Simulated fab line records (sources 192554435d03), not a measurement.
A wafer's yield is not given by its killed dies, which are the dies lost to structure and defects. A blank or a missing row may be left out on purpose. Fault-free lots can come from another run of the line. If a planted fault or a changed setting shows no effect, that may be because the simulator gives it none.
Matching of chambers / flow n5_finfet / N5_BEOL_M12_CMP_49 on cmp-01 has 4 sister chambers
The step polishes, stops on SiOC, t overpolish 20.6 s, target thk 320 nm. 24 wafers are shown with their chamber, then 12 later ones without.

== EACH WAFER AND ITS CHAMBER ==
wafer=L076.1; chamber=3; motor_current_A (A)=4.9; barrier_field_endpoint_s (s)=31.0; overpolish_run_s (s)=20.597
wafer=L076.4; chamber=0; motor_current_A (A)=6.0; barrier_field_endpoint_s (s)=30.3; overpolish_run_s (s)=20.611
wafer=L076.6; chamber=2; motor_current_A (A)=4.9; barrier_field_endpoint_s (s)=29.4; overpolish_run_s (s)=20.612
wafer=L079.1; chamber=0; motor_current_A (A)=6.3; barrier_field_endpoint_s (s)=31.5; overpolish_run_s (s)=20.586
wafer=L079.4; chamber=3; motor_current_A (A)=5.2; barrier_field_endpoint_s (s)=31.5; overpolish_run_s (s)=20.586
wafer=L079.6; chamber=0; motor_current_A (A)=6.6; barrier_field_endpoint_s (s)=31.3; overpolish_run_s (s)=20.605
wafer=L080.4; chamber=0; motor_current_A (A)=6.3; barrier_field_endpoint_s (s)=30.6; overpolish_run_s (s)=20.598
wafer=L080.5; chamber=3; motor_current_A (A)=5.4; barrier_field_endpoint_s (s)=31.0; overpolish_run_s (s)=20.597
wafer=L080.6; chamber=0; motor_current_A (A)=6.2; barrier_field_endpoint_s (s)=30.4; overpolish_run_s (s)=20.596
wafer=L082.2; chamber=2; motor_current_A (A)=4.9; barrier_field_endpoint_s (s)=29.4; overpolish_run_s (s)=20.603
wafer=L082.4; chamber=0; motor_current_A (A)=6.2; barrier_field_endpoint_s (s)=30.9; overpolish_run_s (s)=20.592
wafer=L082.5; chamber=3; motor_current_A (A)=4.9; barrier_field_endpoint_s (s)=31.3; overpolish_run_s (s)=20.617
wafer=L085.1; chamber=1; motor_current_A (A)=6.4; barrier_field_endpoint_s (s)=30.2; overpolish_run_s (s)=20.603
wafer=L085.2; chamber=3; motor_current_A (A)=5.3; barrier_field_endpoint_s (s)=30.9; overpolish_run_s (s)=20.603
wafer=L085.3; chamber=0; motor_current_A (A)=5.9; barrier_field_endpoint_s (s)=30.9; overpolish_run_s (s)=20.594
wafer=L087.1; chamber=1; motor_current_A (A)=6.2; barrier_field_endpoint_s (s)=29.8; overpolish_run_s (s)=20.604
wafer=L087.3; chamber=0; motor_current_A (A)=6.3; barrier_field_endpoint_s (s)=30.5; overpolish_run_s (s)=20.566
wafer=L087.5; chamber=1; motor_current_A (A)=6.9; barrier_field_endpoint_s (s)=30.2; overpolish_run_s (s)=20.616
wafer=L086.2; chamber=0; motor_current_A (A)=6.3; barrier_field_endpoint_s (s)=29.6; overpolish_run_s (s)=20.597
wafer=L086.3; chamber=3; motor_current_A (A)=5.3; barrier_field_endpoint_s (s)=30.6; overpolish_run_s (s)=20.607
wafer=L086.4; chamber=1; motor_current_A (A)=6.5; barrier_field_endpoint_s (s)=29.6; overpolish_run_s (s)=20.608
wafer=L090.1; chamber=3; motor_current_A (A)=5.3; barrier_field_endpoint_s (s)=29.9; overpolish_run_s (s)=20.604
wafer=L090.3; chamber=0; motor_current_A (A)=6.2; barrier_field_endpoint_s (s)=32.1; overpolish_run_s (s)=20.594
wafer=L090.6; chamber=3; motor_current_A (A)=5.1; barrier_field_endpoint_s (s)=29.8; overpolish_run_s (s)=20.599

SIGNATURES, as means of the wafers listed above
reading=motor_current_A; chamber 0=6.230; chamber 1=6.500; chamber 2=4.900; chamber 3=5.175; scatter within a chamber=0.204
reading=barrier_field_endpoint_s; chamber 0=30.810; chamber 1=29.950; chamber 2=29.400; chamber 3=30.750; scatter within a chamber=0.607
reading=overpolish_run_s; chamber 0=20.59390; chamber 1=20.60775; chamber 2=20.60750; chamber 3=20.60125; scatter within a chamber=0.01
Rule: for each reading, subtract the chamber's mean from the wafer's reading, divide by that reading's scatter and square the result; add these up over the readings and take the root, which gives the wafer's distance from the chamber. The wafer belongs to the nearest chamber; if the next one is less than 2 further off, it can't be placed. The scatter: the root of (the sum of the squares of (reading less its chamber's mean) over the shown wafers, divided by (wafers less chambers)).

== WAFERS MISSING THEIR CHAMBER ==
wafer=L093.1; motor_current_A (A)=6.1; barrier_field_endpoint_s (s)=30.5; overpolish_run_s (s)=20.598
wafer=L093.3; motor_current_A (A)=6.7; barrier_field_endpoint_s (s)=30.1; overpolish_run_s (s)=20.627
wafer=L093.4; motor_current_A (A)=4.7; barrier_field_endpoint_s (s)=29.2; overpolish_run_s (s)=20.591
wafer=L091.1; motor_current_A (A)=6.8; barrier_field_endpoint_s (s)=30.3; overpolish_run_s (s)=20.591
wafer=L091.2; motor_current_A (A)=6.0; barrier_field_endpoint_s (s)=30.4; overpolish_run_s (s)=20.592
wafer=L091.4; motor_current_A (A)=5.0; barrier_field_endpoint_s (s)=30.4; overpolish_run_s (s)=20.589
wafer=L096.3; motor_current_A (A)=4.7; barrier_field_endpoint_s (s)=29.4; overpolish_run_s (s)=20.607
wafer=L096.5; motor_current_A (A)=4.8; barrier_field_endpoint_s (s)=30.0; overpolish_run_s (s)=20.601
wafer=L096.6; motor_current_A (A)=4.6; barrier_field_endpoint_s (s)=29.2; overpolish_run_s (s)=20.590
wafer=L094.3; motor_current_A (A)=6.3; barrier_field_endpoint_s (s)=29.2; overpolish_run_s (s)=20.608
wafer=L094.4; motor_current_A (A)=5.0; barrier_field_endpoint_s (s)=29.9; overpolish_run_s (s)=20.607
wafer=L094.6; motor_current_A (A)=4.8; barrier_field_endpoint_s (s)=28.4; overpolish_run_s (s)=20.602

== WHICH CHAMBER EACH ONE RAN IN ==
wafer=L093.1; from the rows above=can't be placed: 0 or 1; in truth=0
wafer=L093.3; from the rows above=1; in truth=1
wafer=L093.4; from the rows above=can't be placed: 2 or 3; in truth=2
wafer=L091.1; from the rows above=can't be placed: 1 or 0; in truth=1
wafer=L091.2; from the rows above=can't be placed: 0 or 1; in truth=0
wafer=L091.4; from the rows above=can't be placed: 3 or 2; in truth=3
wafer=L096.3; from the rows above=2; in truth=2
wafer=L096.5; from the rows above=can't be placed: 2 or 3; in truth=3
wafer=L096.6; from the rows above=can't be placed: 2 or 3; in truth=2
wafer=L094.3; from the rows above=can't be placed: 1 or 0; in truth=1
wafer=L094.4; from the rows above=can't be placed: 2 or 3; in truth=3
wafer=L094.6; from the rows above=2; in truth=2
Placed correctly: 3 of 12. Not placeable from these rows: 9 (in 9, the candidates include the true chamber). Wrongly placed: 0.
